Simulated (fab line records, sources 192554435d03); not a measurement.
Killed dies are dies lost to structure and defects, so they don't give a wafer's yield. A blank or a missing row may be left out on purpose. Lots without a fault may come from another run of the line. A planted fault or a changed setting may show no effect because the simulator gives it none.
fab line records | flow n5_finfet | part 1 of 2: steps 1 to 38 of 39
record lots=5 wafers=15 last_day=16
route steps=1938 shown FIN_SAQP@90 BEOL_M4@1111 PASSIVATION@1936
lots that met no fault: from a run of the same line without faults
start_h: hours from the record's first day to the start of the lot's first wafer shown | wait_h: hours since the lot's step before | " the same as in the row above | L1.1+2: a row that stands for several wafers | - no value, or no start given | * or withheld: withheld | < > ~ a bound
route shown NAME@n: a module of which the file shows steps, and the number in the route of the first | usual: mean/standard deviation of fault-free wafers | same: alike in all rows | chamber/n: place in a boat | sites: the reading at each site | _std_site: their standard deviation | _edge_site: outer sites' mean less inner sites' | radius_mm: how far each site lies from the wafer's centre | mask NAME#n: copy n | behind: the tool/chamber that last shaped the wafer | hold: why the lot was held/for how many hours/how that ended | device: the transistor (n, p or np) that didn't switch | end of line: the same wafers' tests at the end of the route | a step without rows: its recipe alone | killed: dies lost to structure and defects at the first sort, not the wafer's yield | map: a wafer's dies, x killed, . not, _ none there
set.NAME: the setting as run; set.NAME@STEP: as run at that earlier step | model.NAME: the simulator's own value behind a step, which no gauge read
lots at some steps of the route; a table a step, a row a wafer
services: from which hour (start_h, from the record's first day; less than 0 if before it) a tool's chamber was out of use, for how many hours, and why
## steps
# step N5_FIN_SAQP_PRECLEAN_42
# recipe chemistry=O3/DIW time_s=60 temp_c=22 o3_ppm=10
# step N5_FIN_SAQP_PRECLEAN_00
# recipe chemistry=SC1 time_s=60 temp_c=55 mix=1:2:50
# step N5_FIN_SAQP_PRECLEAN_44
# recipe chemistry=SC2 time_s=45 temp_c=35 mix=1:1:50
# step N5_FIN_SAQP_SRD_01
# recipe dry=ipa_marangoni time_s=30 temp_c=23 rinse_liquid=diw
# step N5_FIN_SAQP_ALD_61
# recipe material=SiO2 target_thk_a=40 temp_c=300 ald_precursor_family=BDEAS ald_co_reactant=O2-plasma pulse_time_s=1 purge_time_s=2 co_reactant_purge_time_s=2 ald_cycles=43 pressure_torr=2
# step N5_FIN_SAQP_DENSIFY_62
# recipe temp_c=700 time_s=60 ambient=N2 idle_temp_c=600 ramp_up_c_per_s=150 ramp_down_c_per_s=60 cool_to_c=600
# step N5_FIN_SAQP_HM_DEP_03
# recipe material=SiNx target_thk_a=380 temp_c=400 precursor=SiH4/NH3/N2 pressure_torr=1.5 rf_w=300 time_s=33.6
# step N5_FIN_SAQP_PECVD_47
# recipe material=a-Si target_thk_a=450 temp_c=400 precursor=SiH4/He pressure_torr=3 rf_w=100 time_s=36.3
# step N5_FIN_SAQP_PECVD_48
# recipe material=SiNx target_thk_a=250 temp_c=400 precursor=SiH4/NH3/N2 pressure_torr=1.5 rf_w=300 time_s=22.1
# step N5_FIN_SAQP_PECVD_06
# recipe material=a-Si target_thk_a=600 temp_c=400 precursor=SiH4/He pressure_torr=3 rf_w=100 time_s=48.1
# usual chamber_pressure_Torr=3.001/0.0064 heater_power_outer_w=548/80 heater_power_w=869/95 showerhead_plenum_p_Torr=5.67/0.046 throttle_valve_pct=18.0/0.69
# columns lot.wafer tool chamber start_h wait_h chamber_pressure_Torr heater_power_outer_w heater_power_w showerhead_plenum_p_Torr throttle_valve_pct
L259.1 pecvd-04 0 51.22 0.0 3.002 657 1024 5.71 18.1
L259.3 " 2 " " 2.997 554 935 5.70 16.8
L259.6 " 0 " " 2.998 665 1038 5.68 18.0
L261.2 pecvd-02 1 63.40 0.0 - - - - -
L261.4 " 2 " " - - - - -
L261.6 " 0 " " - - - - -
L262.2 pecvd-02 0 69.15 0.0 - - - - -
L262.3 " 1 " " - - - - -
L262.6 " 2 " " - - - - -
L263.1 pecvd-04 2 75.05 0.0 - - - - -
L263.3 " 1 " " - - - - -
L263.4 " 0 " " - - - - -
L275.1 pecvd-03 1 147.72 0.0 3.006 566 859 5.76 18.2
L275.2 " 0 " " 3.008 546 869 5.67 18.6
L275.6 " 2 " " 2.997 573 927 5.60 17.6
# step N5_FIN_SAQP_THK_MEAS_07
# usual thk_nm=60.2/0.84
# columns lot.wafer tool chamber start_h wait_h thk_nm
L259.1 film_metro-02 - 51.31 0.1 59.8
L259.3 " - " " 59.9
L259.6 " - " " 61.6
L261.2 film_metro-01 - 63.49 0.1 25.2
L261.4 " - " " 25.2
L261.6 " - " " 25.0
L262.2 film_metro-01 - 69.24 0.1 24.6
L262.3 " - " " 25.0
L262.6 " - " " 25.6
L263.1 film_metro-01 - 75.13 0.1 24.9
L263.3 " - " " 24.9
L263.4 " - " " 25.8
L275.1 film_metro-02 - 147.82 0.1 60.6
L275.2 " - " " 60.6
L275.6 " - " " 62.2
# step N5_FIN_SAQP_HM_DEP_72
# recipe material=SiO2 target_thk_a=120 temp_c=400 precursor=SiH4/N2O pressure_torr=0.75 rf_w=275 time_s=7.2
# step N5_FIN_SAQP_COAT_49
# recipe resist=SOC temp_c=250 time_s=60 spin_rpm=1500 resist_thk_nm=100
# step N5_FIN_SAQP_COAT_50
# recipe resist=SiARC temp_c=220 time_s=60 spin_rpm=1500 resist_thk_nm=35
# step N5_FIN_SAQP_COAT_10
# recipe resist=CAR-ArF spin_rpm=1500 resist_thk_nm=90
# step N5_FIN_SAQP_EBR_12
# recipe solvent=PGMEA ebr_width_mm=1.5
# step N5_FIN_SAQP_SOFTBAKE_11
# recipe temp_c=110 time_s=60 resist=CAR-ArF
# step N5_FIN_SAQP_EXPOSE_13
# recipe mask_id=FIN_CORE na=1.35 source_shape=dipole sigma_inner=0.538 sigma_outer=0.738 polarization=te target_cd_nm=35.6 dose_mj=63.25
# step N5_FIN_SAQP_PEB_14
# recipe peb_temp_c=withheld peb_time_s=60 resist=CAR-ArF
# step N5_FIN_SAQP_DEVELOP_15
# recipe develop_time_s=30 developer=TMAH resist=CAR-ArF dev_temp_c=23 rinse_liquid=diw dry=air_spin
# step N5_FIN_SAQP_DESCUM_21
# recipe chemistry=O2 time_s=7.9 source_power_w=50 bias_power_w=20 pressure_mtorr=20 rf_frequency_hz=2.712e+07 temp_c=40 resist=CAR-ArF o2_flow_sccm=225
# step N5_FIN_SAQP_ETCH_51
# recipe chemistry=CF4 target=SiARC target_depth_a=455 mask_material=CAR-ArF time_s=75.8 ion_energy_ev=80 pressure_mtorr=40 source_w=545 bias_w=36 Ar_flow_sccm=100 cf4_flow_sccm=100 ends=cleared
# step N5_FIN_SAQP_ETCH_52
# recipe chemistry=N2/H2 target=SOC target_depth_a=1000 overetch_a=200 mask_material=SiARC temp_c=40 time_s=150 ion_energy_ev=200 pressure_mtorr=30 source_w=840 bias_w=150 n2_flow_sccm=200 h2_flow_sccm=200 ends=end_point
# step N5_FIN_SAQP_STRIP_53
# recipe chemistry=N2/H2 temp_c=40 n2_flow_sccm=200 h2_flow_sccm=200 rf_frequency_hz=6e+07
# step N5_FIN_SAQP_HM_OPEN_73
# recipe chemistry=CHF3/O2 target=SiO2 stop_on=a-Si target_depth_a=120 over_etch_frac=1.8 mask_material=SOC time_s=16.8 pressure_mtorr=30 source_w=650 bias_w=170 Ar_flow_sccm=200 CHF3_flow_sccm=50 O2_flow_sccm=5 ion_energy_ev=200 ends=end_point
# step N5_FIN_SAQP_STRIP_74
# recipe chemistry=CHF3/O2 resist=SiARC rf_frequency_hz=6e+07
# step N5_FIN_SAQP_MANDREL_ETCH_22
# recipe target_depth_a=600 chemistry=HBr/Cl2 target=a-Si stop_on=SiNx bt_time_s=10 over_etch_frac=0.5 time_s=30 pressure_mtorr=10 icp_w=800 bias_w=75 HBr_flow_sccm=150 Cl2_flow_sccm=80 ends=end_point
# usual drypump_motor_current_A=5.6/0.54 he_backside_leak_sccm=2.8/0.47 oes_product_au=0.767/0.014 throttle_valve_pct=35.31/0.2
# columns lot.wafer tool chamber start_h wait_h drypump_motor_current_A he_backside_leak_sccm oes_product_au rf_hours_counter_h throttle_valve_pct model.etch.depth_nm
L259.1 rie_si-05 3 52.05 0.0 5.3 3.0 0.759 50 35.13 59.78
L259.3 " 2 " " 5.9 3.1 0.764 48 35.31 59.94
L259.6 " 0 " " 5.7 2.7 0.780 - 34.98 61.56
L261.2 rie_si-03 2 64.35 0.0 5.3 2.7 0.298 82 36.13 0
L261.4 " 1 " " 6.2 2.4 0.308 65 36.28 0
L261.6 " 0 " " 5.3 2.4 0.314 - 36.64 0
L262.2 rie_si-03 3 70.10 0.0 4.9 2.6 0.311 25 36.20 0
L262.3 " 0 " " 5.2 2.7 0.320 3 36.62 0
L262.6 " 3 " " 4.9 2.4 0.309 - 36.21 0
L263.1 rie_si-03 3 76.00 0.0 4.9 2.7 0.310 25 36.21 0
L263.3 " 1 " " 6.3 2.6 0.301 65 36.29 0
L263.4 " 2 " " 5.3 2.9 0.304 83 36.12 0
L275.1 rie_si-03 0 148.70 0.0 5.2 2.5 0.793 4 35.63 60.61
L275.2 " 2 " " 5.3 2.8 0.766 84 35.14 60.58
L275.6 " 3 " " 4.9 2.7 0.799 - 35.20 62.14
# step N5_FIN_SAQP_STRIP_55
# recipe chemistry=N2/H2 power_w=500 temp_c=40 pressure_mtorr=50 rf_frequency_hz=6e+07 overash_fraction=0.3 bias_power_w=28 h2_frac=0.5 n2_flow_sccm=300 h2_flow_sccm=300
# step N5_FIN_SAQP_STRIP_23
# recipe chemistry=SPM time_s=750 temp_c=130 h2so4_h2o2_vol_ratio=4
# step N5_FIN_SAQP_SRD_66
# recipe dry=ipa_marangoni time_s=30 temp_c=23 rinse_liquid=diw
# step N5_FIN_SAQP_RECESS_75
# recipe chemistry=HF/NH3 target=SiO2 target_depth_a=144 afs_cycles=3 temp_c=30 sublimation_temp_c=180 sublimation_time_s=60
# step N5_FIN_SAQP_SPACER1_ALD_24
# recipe material=SiO2 target_thk_a=203 temp_c=300 ald_precursor_family=BDEAS ald_co_reactant=O2-plasma pulse_time_s=1 purge_time_s=2 co_reactant_purge_time_s=2 ald_cycles=218 pressure_torr=2
# step N5_FIN_SAQP_SPACER1_ETCHBACK_25
# recipe chemistry=CHF3/O2 mode=anisotropic_etchback target=SiO2 target_depth_a=244 time_s=12.2 pressure_mtorr=30 source_w=650 bias_w=170 Ar_flow_sccm=200 CHF3_flow_sccm=50 O2_flow_sccm=5 ion_energy_ev=200
# step N5_FIN_SAQP_MANDREL1_REMOVE_56
# recipe chemistry=HBr/Cl2/O2 bt_time_s=10 target=a-Si stop_on=SiNx endpoint=OES-SiCl over_etch_frac=1 icp_w=600 bias_w=22 HBr_flow_sccm=150 Cl2_flow_sccm=80 O2_flow_sccm=5 pressure_mtorr=10
# usual drypump_motor_current_A=5.7/0.62 he_backside_leak_sccm=2.9/0.34 oes_product_au=0.996/0.016 throttle_valve_pct=36.72/0.18
# columns lot.wafer tool chamber start_h wait_h drypump_motor_current_A he_backside_leak_sccm oes_product_au rf_hours_counter_h throttle_valve_pct model.FIN_SAQP.cd_nm
L259.1 rie_si-01 2 53.89 0.1 6.0 3.1 0.981 114 36.93 20.2
L259.3 " 1 " " 4.7 3.4 0.981 65 36.82 20.2
L259.6 " 3 " " 6.3 4.5 0.984 - 36.84 20.2
L261.2 rie_si-01 1 66.00 0.1 4.7 3.6 0.976 65 36.81 36
L261.4 " 0 " " 6.4 2.7 1.019 106 36.80 36.2
L261.6 " 0 " " 6.5 2.6 1.016 - 36.82 36
L262.2 rie_si-01 0 71.71 0.1 6.4 2.9 1.029 106 36.82 35.4
L262.3 " 2 " " 6.0 2.9 0.991 114 36.92 35.4
L262.6 " 0 " " 6.4 2.9 1.027 - 36.82 35.6
L263.1 rie_si-01 2 77.61 0.1 6.0 3.0 0.983 114 36.91 35.8
L263.3 " 3 " " 6.3 2.6 0.986 77 36.84 36
L263.4 " 1 " " 4.7 3.6 0.981 65 36.82 35.8
L275.1 rie_si-01 1 150.60 0.1 4.7 3.4 0.971 67 36.81 20.4
L275.2 " 0 " " 6.4 3.0 1.014 108 36.82 20.4
L275.6 " 0 " " 6.4 3.0 1.012 - 36.80 20.4
# step N5_FIN_SAQP_CD_MEAS_27
# recipe target_cd_nm=20 landing_energy_ev=1000 detector=se_inlens polarity=line
# usual cd_nm=20.26/0.23
# columns lot.wafer tool chamber start_h wait_h cd_nm
L259.1 cd_sem-01 0 54.00 0.1 20.28
L259.3 " 0 " " 20.41
L259.6 " 0 " " 20.02
L261.2 cd_sem-01 0 66.11 0.1 -
L261.4 " 0 " " -
L261.6 " 0 " " -
L262.2 cd_sem-02 0 71.82 0.1 -
L262.3 " 0 " " -
L262.6 " 0 " " -
L263.1 cd_sem-03 0 77.72 0.1 -
L263.3 " 0 " " -
L263.4 " 0 " " -
L275.1 cd_sem-01 0 150.71 0.1 20.25
L275.2 " 0 " " 20.16
L275.6 " 0 " " 20.55
# step N5_FIN_SAQP_ETCH_57
# recipe chemistry=CH3F/O2 target=SiNx mask_material=SiO2 target_depth_a=325 time_s=46.4 pressure_mtorr=30 source_w=395 bias_w=73 Ar_flow_sccm=150 CH3F_flow_sccm=30 O2_flow_sccm=20 ion_energy_ev=120 ends=cleared
# step N5_FIN_SAQP_MANDREL2_REMOVE_60
# recipe chemistry=HBr/Cl2/O2 bt_time_s=10 target=a-Si stop_on=SiNx endpoint=OES-SiCl over_etch_frac=1 icp_w=600 bias_w=22 HBr_flow_sccm=150 Cl2_flow_sccm=80 O2_flow_sccm=5 pressure_mtorr=10
# usual drypump_motor_current_A=5.6/0.57 he_backside_leak_sccm=2.9/0.39 oes_product_au=0.995/0.015 throttle_valve_pct=36.67/0.21
# columns lot.wafer tool chamber start_h wait_h drypump_motor_current_A he_backside_leak_sccm oes_product_au rf_hours_counter_h throttle_valve_pct model.FIN_SAQP.cd_nm
L259.1 rie_si-01 0 55.55 0.1 6.4 2.5 1.013 106 36.81 8
L259.3 " 3 " " 6.3 2.6 0.994 77 36.85 8.2
L259.6 " 1 " " 4.7 3.3 0.979 - 36.81 8
L261.2 rie_si-05 2 67.54 0.1 5.9 3.3 1.007 48 36.65 35.8
L261.4 " 1 " " 5.2 2.8 0.994 - 36.43 35.8
L261.6 " 2 " " 5.9 3.2 1.003 - 36.65 35.8
L262.2 rie_si-05 1 73.44 0.1 5.2 2.7 1.019 167 36.44 35.2
L262.3 " 2 " " 5.9 3.3 1.001 48 36.67 35.4
L262.6 " 1 " " 5.2 2.8 0.998 - 36.43 35.6
L263.1 rie_si-01 0 79.22 0.1 6.4 3.0 1.017 106 36.80 35.6
L263.3 " 1 " " 4.7 3.5 0.974 65 36.82 35.8
L263.4 " 2 " " 6.0 3.0 0.980 114 36.92 35.6
L275.1 rie_si-05 1 152.36 0.1 5.2 2.9 1.007 168 36.42 8.2
L275.2 " 0 " " 5.7 2.6 1.008 106 36.37 8
L275.6 " 3 " " 5.3 3.3 0.982 - 36.48 8.2
# step N5_BEOL_M4_RC_MEAS_101
# usual DIBL_N=36.4/1.3 DIBL_P=36.5/1.7 IOFF_N=0.154/0.022 IOFF_P=0.202/0.025 ION_N=671/9.8 ION_P=460/6.8 SS_N=71.6/0.54 SS_P=73.4/0.58 VT_N=250.9/2.8 VT_P=-251.4/2.7
# columns lot.wafer tool chamber start_h wait_h DIBL_N[mV/V] DIBL_P[mV/V] IOFF_N[nA/um] IOFF_P[nA/um] ION_N[uA/um] ION_P[uA/um] SS_N[mV/dec] SS_P[mV/dec] VT_N[mV] VT_P[mV]
L259.1 prober-02 0 194.30 0.0 35.8 36.5 0.143 0.203 672 466 71.7 73.2 252.8 -251.1
L259.3 " 0 " " 38.1 39.0 0.183 0.240 677 465 72.5 73.4 246.3 -250.3
L259.6 " 0 " " 36.5 37.6 0.154 0.214 682 471 71.0 72.7 251.1 -248.0
L275.1 prober-02 0 287.30 0.0 36.3 38.6 0.164 0.216 668 460 72.2 73.7 250.2 -250.6
L275.2 " 0 " " 36.8 39.9 0.183 0.232 689 467 72.2 74.2 248.2 -252.3
L275.6 " 0 " " 37.6 40.3 0.190 0.243 678 461 71.9 74.7 247.6 -248.9
## key
first_sign step=N5_FIN_SAQP_PECVD_06 reading=tool_record direction=missing
effect step=N5_FIN_SAQP_THK_MEAS_07 reading=thk_nm direction=down sigmas=42 usual=* struck=*
effect step=N5_FIN_SAQP_MANDREL_ETCH_22 reading=oes_product_au direction=down sigmas=33 usual=0.767 struck=0.308
effect step=N5_FIN_SAQP_CD_MEAS_27 reading=cd_nm direction=missing
effect step=N5_PASSIVATION_PROBE_49 reading=killed_at_front_end direction=up sigmas=92 usual=41 struck=1167
model_effect step=N5_FIN_SAQP_MANDREL_ETCH_22 value=etch.depth_nm without=59.68 struck=0
model_effect step=N5_FIN_SAQP_MANDREL1_REMOVE_56 value=FIN_SAQP.cd_nm without=20.38 struck=35.8
model_effect step=N5_FIN_SAQP_MANDREL2_REMOVE_60 value=FIN_SAQP.cd_nm without=8.089 struck=35.62
met_at N5_FIN_SAQP_PECVD_06
struck_wafers L261.2,L261.4,L261.6,L262.2,L262.3,L262.6,L263.1,L263.3,L263.4
later_rows_left_out L261.2,L261.4,L261.6,L262.2,L262.3,L262.6,L263.1,L263.3,L263.4
onset_between 51.22 63.40
fault kind=skipped_step_whole tool=pecvd-02,pecvd-04 chamber=- onset_h=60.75 steps=N5_FIN_SAQP_PECVD_06 scope=struck_lots_only
# later_rows_left_out: the simulator's readings of these wafers behind a module that went badly wrong aren't trusted and aren't shown, but for the sort
